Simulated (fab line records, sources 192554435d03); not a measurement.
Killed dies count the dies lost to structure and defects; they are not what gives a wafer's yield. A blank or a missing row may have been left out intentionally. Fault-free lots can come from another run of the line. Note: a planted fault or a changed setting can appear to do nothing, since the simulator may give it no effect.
Matching of chambers | flow n5 finfet | 4 sister chambers for N5_SD_EPI_N_DESCUM_14 on rie diel-05
The step chemistry O2, time 7.9 s. 16 wafers are shown with their chamber, then 8 later ones without.

WAFERS, EACH WITH ITS CHAMBER
wafer  | chamber | throttle valve pct (%) | drypump motor current A (A) | showerhead plenum p Torr (Torr)
L074.1 | 2       | 19.87                  | 5.8                         | 2.17
L074.2 | 3       | 20.36                  | 5.7                         | 2.11
L074.3 | 1       | 20.68                  | 5.4                         | 2.08
L074.4 | 0       | 20.21                  | 5.6                         | 2.24
L074.5 | 0       | 20.20                  | 5.6                         | 2.24
L074.6 | 1       | 20.69                  | 5.4                         | 2.08
L077.1 | 0       | 20.22                  | 5.6                         | 2.23
L077.4 | 3       | 20.38                  | 5.7                         | 2.11
L077.6 | 0       | 20.20                  | 5.6                         | 2.23
L078.1 | 2       | 19.88                  | 5.8                         | 2.16
L078.2 | 1       | 20.69                  | 5.4                         | 2.07
L078.3 | 0       | 20.21                  | 5.5                         | 2.23
L078.4 | 3       | 20.38                  | 5.7                         | 2.10
L078.5 | 3       | 20.37                  | 5.7                         | 2.10
L078.6 | 2       | 19.87                  | 5.8                         | 2.16
L085.1 | 3       | 20.38                  | 5.7                         | 2.10

SIGNATURES (averages over the wafers above)
reading                  | chamber 0 | chamber 1 | chamber 2 | chamber 3 | scatter within a chamber
throttle valve pct       | 20.2080   | 20.6867   | 19.8733   | 20.3740   | 0.00782
drypump motor current A  | 5.580     | 5.400     | 5.800     | 5.700     | 0.0258
showerhead plenum p Torr | 2.2340    | 2.0767    | 2.1633    | 2.1040    | 0.00558
Rule: for a wafer and a chamber, the distance is found by dividing, reading by reading, the gap between the wafer's reading and the chamber's mean by the reading's scatter, squaring, summing and taking the root. The wafer belongs to the nearest chamber; if the next one is less than 2 further off, it can't be placed. The scatter is the square root of a quotient: the sum, over the shown wafers, of each reading's squared deviation from its chamber's mean, divided by wafers minus chambers.

WAFERS WITH NO CHAMBER GIVEN
wafer  | throttle valve pct (%) | drypump motor current A (A) | showerhead plenum p Torr (Torr)
L085.3 | 20.26                  | 5.6                         | 2.23
L085.5 | 19.91                  | 5.8                         | 2.16
L091.2 | 20.41                  | 5.7                         | 2.09
L091.3 | 20.74                  | 5.4                         | 2.06
L091.6 | 19.93                  | 5.8                         | 2.15
L093.1 | 20.28                  | 5.6                         | 2.22
L093.2 | 20.41                  | 5.7                         | 2.09
L093.4 | 20.43                  | 5.7                         | 2.09

EACH ONE'S CHAMBER
wafer  | from the rows above | in truth
L085.3 | 0                   | 0
L085.5 | 2                   | 2
L091.2 | 3                   | 3
L091.3 | 1                   | 1
L091.6 | 2                   | 2
L093.1 | 0                   | 0
L093.2 | 3                   | 3
L093.4 | 3                   | 3
Correctly placed: 8 of 8. From these rows, 0 cannot be placed. Wrongly placed: 0.
